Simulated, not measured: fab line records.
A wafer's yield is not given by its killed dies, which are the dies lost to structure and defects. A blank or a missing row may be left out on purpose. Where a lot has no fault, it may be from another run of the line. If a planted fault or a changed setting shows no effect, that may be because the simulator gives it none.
Chamber matching :: flow n5-finfet :: N5_SDB_ETCH_18 on rie-diel-01 has 4 sister chambers
The step etches SOC in N2/H2, target depth 100 nm, overetch 20 nm, time 150 s. 8 wafers are shown with their chamber, then 12 later ones without.

== WAFERS WITH THEIR CHAMBER ==
wafer: L085.4
chamber: 0
drypump-motor-current-A (A): 5.4
throttle-valve-pct (%): 17.97

wafer: L085.6
chamber: 0
drypump-motor-current-A (A): 5.5
throttle-valve-pct (%): 17.96

wafer: L086.1
chamber: 1
drypump-motor-current-A (A): 5.9
throttle-valve-pct (%): 17.28

wafer: L086.4
chamber: 3
drypump-motor-current-A (A): 6.0
throttle-valve-pct (%): 17.71

wafer: L086.5
chamber: 1
drypump-motor-current-A (A): 5.9
throttle-valve-pct (%): 17.25

wafer: L087.1
chamber: 2
drypump-motor-current-A (A): 5.2
throttle-valve-pct (%): 18.11

wafer: L087.3
chamber: 3
drypump-motor-current-A (A): 6.0
throttle-valve-pct (%): 17.72

wafer: L087.6
chamber: 2
drypump-motor-current-A (A): 5.2
throttle-valve-pct (%): 18.14

== WAFERS MISSING THEIR CHAMBER ==
wafer: L089.1
drypump-motor-current-A (A): 6.0
throttle-valve-pct (%): 17.73

wafer: L089.4
drypump-motor-current-A (A): 5.1
throttle-valve-pct (%): 18.14

wafer: L089.6
drypump-motor-current-A (A): 6.0
throttle-valve-pct (%): 17.71

wafer: L090.2
drypump-motor-current-A (A): 5.5
throttle-valve-pct (%): 17.99

wafer: L090.3
drypump-motor-current-A (A): 5.9
throttle-valve-pct (%): 17.26

wafer: L090.4
drypump-motor-current-A (A): 5.2
throttle-valve-pct (%): 18.14

wafer: L092.1
drypump-motor-current-A (A): 6.0
throttle-valve-pct (%): 17.73

wafer: L092.2
drypump-motor-current-A (A): 5.9
throttle-valve-pct (%): 17.26

wafer: L092.5
drypump-motor-current-A (A): 6.0
throttle-valve-pct (%): 17.73

wafer: L094.2
drypump-motor-current-A (A): 6.0
throttle-valve-pct (%): 17.72

wafer: L094.4
drypump-motor-current-A (A): 5.2
throttle-valve-pct (%): 18.14

wafer: L094.5
drypump-motor-current-A (A): 5.9
throttle-valve-pct (%): 17.29

== CHAMBER TAKEN BY EACH ==
wafer: L089.1
from the rows above: 3
in truth: 3

wafer: L089.4
from the rows above: 2
in truth: 2

wafer: L089.6
from the rows above: 3
in truth: 3

wafer: L090.2
from the rows above: 0
in truth: 0

wafer: L090.3
from the rows above: 1
in truth: 1

wafer: L090.4
from the rows above: 2
in truth: 2

wafer: L092.1
from the rows above: 3
in truth: 3

wafer: L092.2
from the rows above: 1
in truth: 1

wafer: L092.5
from the rows above: 3
in truth: 3

wafer: L094.2
from the rows above: 3
in truth: 3

wafer: L094.4
from the rows above: 2
in truth: 2

wafer: L094.5
from the rows above: 1
in truth: 1
Correct placement for 12 of the 12. Left unplaced by these rows: 0. Number placed wrongly: 0.
How it was worked out, from the rows above alone: a wafer's distance from a chamber is the root of the sum, over the readings, of the square of ((its reading less the chamber's mean) divided by the reading's scatter). If the next closest chamber is less than 2 further off than the closest, the wafer can't be placed; otherwise it belongs to the closest. The mean given for a chamber averages the wafers shown for that chamber. The scatter: take each reading less its chamber's mean, square it, sum over the shown wafers, divide by the number of wafers less the number of chambers, and take the root.
